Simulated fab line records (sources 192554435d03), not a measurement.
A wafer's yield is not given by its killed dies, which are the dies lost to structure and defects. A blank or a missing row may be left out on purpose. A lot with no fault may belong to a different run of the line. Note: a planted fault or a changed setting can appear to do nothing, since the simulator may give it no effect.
Problem report in the 8D (eight disciplines) form, filled by code / flow n5Finfet / the parts of the form that need people (team, actions taken, sign-off) are left out

1. THE ISSUE
rawDefectCount at N5_BEOL_M0_INSPECT_127 reads a mean of 1201 on 6 wafers of 2 lots; wafers without a fault read 72 with a standard deviation of 25. Relative to the usual mean, that is a shift of +45 standard deviations.
The step: inspects for defects (darkfield).
First seen on wafer L637.1, day 9 03:28, on defectInspect-01. At this step, 28 wafers from 10 lots have a number in the record. The rule behind "out" and "out of limits": a value lying over 4 standard deviations away from the usual mean. The rest of the wafers with a number are treated as sound.

2. WHAT THIS IS AND IS NOT
question=which readings at this step | is=rawDefectCount | is not=-
question=which lots | is=L637, L639 | is not=L627, L628, L629, L630, L635, L646, L647, L649
question=which wafers of those lots | is=all that have a number | is not=-
question=read on which gauges | is=defectInspect-01 | is not=defectInspect-02
question=when | is=from day 9 03:28 | is not=up to then (15 sound wafers); but 7 sound wafers of L646, L647, L649 came after

3. WHAT RULES OUT EACH SUSPECT
Counting: a tool at any process step up to the reading remains a suspect when it ran all the lots that are out and ran no sound lot after the first of those.
- the gauge at N5_BEOL_M0_INSPECT_127: kept. All the wafers that are out were read on defectInspect-01, and no step on other tools shows them out.
- cvdCo-02 at N5_BEOL_M0_CO_CAP_123 (material Co, precursor CCTBA/H2, target thk 2 nm, time 102.1 s): ruled out as a lasting fault. After its first lot that is out, L637 (day 9 03:16), sound lots L649 ran on it.
- pecvd-04 at N5_BEOL_M0_DEP_125 (deposits SiCN from 3MS/NH3, target thk 8 nm, time 14 s): kept. Every lot that is out went through it, starting with L637 (day 9 03:23), and after that it ran no sound lot; the last sound lot it ran before then is L635 (day 8 11:56).
After counting, pecvd-04 at N5_BEOL_M0_DEP_125 and defectInspect-01 at N5_BEOL_M0_INSPECT_127 remain.

4. THE CAUSE (what the simulator had put in)
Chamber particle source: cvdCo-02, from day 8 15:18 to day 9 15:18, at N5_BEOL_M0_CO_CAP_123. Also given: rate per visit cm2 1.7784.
It was ruled out by counting, in error; the rule expects a fault to strike all lots run on its tool from its start on, and this fault did not.

5. SEQUENCE OF EFFECTS, ordered by route
Rows list readings where the struck wafers' mean (over those with a number) sits beyond 3 standard deviations from the usual. Only readings for which the record gives a usual standard deviation are gone through. hours: the time from each lot's start at the first step in this table that gives one to its start at this step, as a median over the lots. sigmas: the change in usual standard deviations.
hours=0; step=N5_BEOL_M0_INSPECT_127; reading=rawDefectCount; usual=72; on struck wafers=1201; change=+1129; sigmas=+45
hours=2; step=N5_BEOL_M1_INSPECT_13; reading=rawDefectCount; usual=427; on struck wafers=1538; change=+1111; sigmas=+10
hours=318; step=N5_PASSIVATION_PROBE_49; reading=defectLimitedYield; usual=90.7 %; on struck wafers=83.4; change=-7.3; sigmas=-4.9
hours=318; step=N5_PASSIVATION_PROBE_49; reading=killed_at_M0_to_M3; usual=38; on struck wafers=138; change=+100; sigmas=+9.1
hours=318; step=N5_PASSIVATION_PROBE_49; reading=killedDies; usual=110; on struck wafers=196; change=+86; sigmas=+4.8
hours=318; step=N5_PASSIVATION_PROBE_49; reading=sort_bin_5_function; usual=5.5 %; on struck wafers=9.8; change=+4.3; sigmas=+3.9
hours=318; step=N5_PASSIVATION_PROBE_49; reading=sortNPass; usual=1070; on struck wafers=984; change=-86; sigmas=-4.8
hours=318; step=N5_PASSIVATION_PROBE_49; reading=sortYieldPct; usual=90.7 %; on struck wafers=83.4; change=-7.3; sigmas=-4.9
Process steps it contains:
- N5_PASSIVATION_PROBE_49
At these later measuring or inspecting steps, every struck wafer for which the step has a row has a number for every such reading, and none has moved that far: N5_BEOL_M4_RC_MEAS_101.

6. WHAT WOULD HAVE CAUGHT IT SOONER
The first out-of-limits reading at a measuring or inspecting step in this record came at day 9 03:28, 12 hours after the fault's start at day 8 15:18.
Tool readings at N5_BEOL_M0_CO_CAP_123 with a usual standard deviation given in the record: none out on any struck wafer, hence no alarm at a limit of 4 standard deviations on them.
